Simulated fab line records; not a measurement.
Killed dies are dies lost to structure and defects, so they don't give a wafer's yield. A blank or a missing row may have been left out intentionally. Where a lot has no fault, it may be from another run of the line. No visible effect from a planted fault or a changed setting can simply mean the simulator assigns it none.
Comparing a struck lot with a sound one + flow n5 finfet + 36 steps out of a route of 1938
Sound: wafers L534.1, L534.3, L534.5. Wafers L527.4, L527.5, L527.6 were the ones struck. At the end, the cause is stated.
Each step with rows lists, per side, the tool, then ch with its chambers, then its first start. Under that, the readings that differ: sound wafers + struck wafers + difference of the means + sigmas: that difference in standard deviations of wafers without a fault.
alike: words and numbers the same on both sides, and readings whose means are apart by under 2 such deviations; not compared: readings that were withheld, readings missing a value for some wafer, numbers with overlapping values and no deviation given by the record, and bounds like >300 which may hide the same value.
Wherever a step has rows on one side only, a row that says differs or no value, or a row with sigmas, the two part there. Numbers that don't overlap but have no deviation are shown without sigmas and don't part them. A reading missing from all wafers of one side parts the sides only when that side holds two or more wafers.

first, 9 steps without rows for these wafers: N5_BEOL_M4_ANNEAL_95 (time 240 s); N5_BEOL_M4_SPUTTER_96 (material Cu, target thk 4.5 nm, time 8.29 s); N5_BEOL_M4_ECD_50 (material Cu, target thk 300 nm); N5_BEOL_M4_ANNEAL_51 (time 90 s); N5_BEOL_M4_CMP_52 (polishes, stops on SiOC, t overpolish 6.8 s, target thk 40 nm); N5_BEOL_M4_PRE_CLEAN_60 (time 15 s); N5_BEOL_M4_CO_CAP_55 (material Co, precursor CCTBA/H2, target thk 2 nm, time 102.1 s); N5_BEOL_M4_PRE_CLEAN_56 (time 15 s); N5_BEOL_M4_DEP_57 (deposits SiCN from 3MS/NH3, target thk 8 nm, time 14 s).
N5_BEOL_M4_RC_MEAS_101:
  sound on prober-02 ch 0, day 12 18:47; struck on prober-01 ch 0, day 10 21:52
  alike: DIBL_N, DIBL_P, IOFF_N, IOFF_P, ION_N, ION_P, SS_N, SS_P, VT_N, VT_P
then, 24 steps without rows for these wafers: N5_BEOL_M5_ILD_DEP_00 (deposits SiCOH lowk from DEMS/porogen, target thk 140.64 nm, time 25.9 s); N5_BEOL_M5_CURE_79 (cures SiCOH lowk, time 240 s); N5_BEOL_M5_PECVD_70 (deposits SiO2 from TEOS/O2, target thk 16 nm, time 18 s); N5_BEOL_M5_HM_DEP_02 (deposits TiN, target thk 20 nm); N5_BEOL_M5_COAT_59 (time 60 s, resist thk 60 nm); N5_BEOL_M5_COAT_60 (time 60 s, resist thk 12 nm); N5_BEOL_M5_COAT_71 (time 60 s, resist thk 5 nm); N5_BEOL_M5_COAT_05 (resist thk 30 nm); N5_BEOL_M5_EBR_07; N5_BEOL_M5_SOFTBAKE_06 (time 60 s); N5_BEOL_M5_EXPOSE_08 (exposes mask M5, target cd 28 nm); N5_BEOL_M5_PEB_09 (peb time 60 s); N5_BEOL_M5_DEVELOP_10 (develop time 30 s); N5_BEOL_M5_DESCUM_16 (chemistry O2, time 7 s); N5_BEOL_M5_ETCH_72 (etches underlayer in N2/H2, target depth 6.5 nm, time 5.2 s); N5_BEOL_M5_ETCH_61 (etches SiARC in CF4, target depth 15.6 nm, time 26 s); N5_BEOL_M5_ETCH_62 (etches SOC in N2/H2, target depth 75 nm, overetch 15 nm, time 112.5 s); N5_BEOL_M5_STRIP_63 (strips in N2/H2); N5_BEOL_M5_STRIP_73 (strips in N2/H2); N5_BEOL_M5_STRIP_64 (strips in CF4); N5_BEOL_M5_HM_OPEN_17 (chemistry Cl2/BCl3, target TiN, target depth 20 nm, overetch 6 nm); N5_BEOL_M5_STRIP_19 (strips in O2); N5_BEOL_M5_COAT_65 (time 60 s, resist thk 60 nm); N5_BEOL_M5_COAT_66 (time 60 s, resist thk 12 nm).
N5_BEOL_M8_PECVD_70: deposits SiO2 from TEOS/O2, target thk 20 nm, time 22.7 s.
  sound on pecvd-01 ch 0,1,2, day 14 00:39; struck on pecvd-04 ch 0,1,2, day 12 12:32
  no value came back on the struck wafers for any of 6 readings (chamber pressure Torr (Torr), heater power outer w (W) and others); on the sound wafers chamber pressure Torr (Torr) reads 5.510 5.486 5.489
-- here the record skips 3 days between the struck wafers' starts before and after, leaving off in module BEOL_M8 and picking up in module PASSIVATION (first step shown: number 1936 of the route) --
N5_PASSIVATION_PROBE_49:
  sound on prober-02 at day 16 20:10; struck on prober-01 at day 15 04:52
| reading                  | sound          | struck         | difference | sigmas |
|--------------------------|----------------|----------------|------------|--------|
| defect limited yield (%) | 92.4 90.9 90.5 | 64.1 63.3 62.8 | -27.9      | -21    |
| killed_at_M4_up          | 14 13 4        | 348 348 359    | +341       | +61    |
| killed at contacts       | 24 22 20       | 10 7 5         | -15        | -3     |
| killed dies              | 90 107 112     | 424 433 439    | +329       | +22    |
| killed on rim            | 13 14 16       | 11 98 31       | +32        | +8     |
| sort_bin_5_function (%)  | 4.7 5.3 5.8    | 31.3 33.1 33.1 | +27.2      | +31    |
| sort n pass              | 1090 1073 1068 | 756 747 741    | -329       | -22    |
| sort yield pct (%)       | 92.4 90.9 90.5 | 64.1 63.3 62.8 | -27.9      | -21    |
  alike: killed_at_M0_to_M3, killed at front end, killed at other, killed open, killed short, sort_bin_6_memory, sort_bin_8_speed

== WHERE THEY PART ==
First at N5_BEOL_M8_PECVD_70; last, within this record, at N5_PASSIVATION_PROBE_49.

WHY: what the simulator had put in
Whole step skipped at N5_BEOL_M8_PECVD_70 on pecvd-04, starting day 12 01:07. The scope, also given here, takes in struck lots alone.
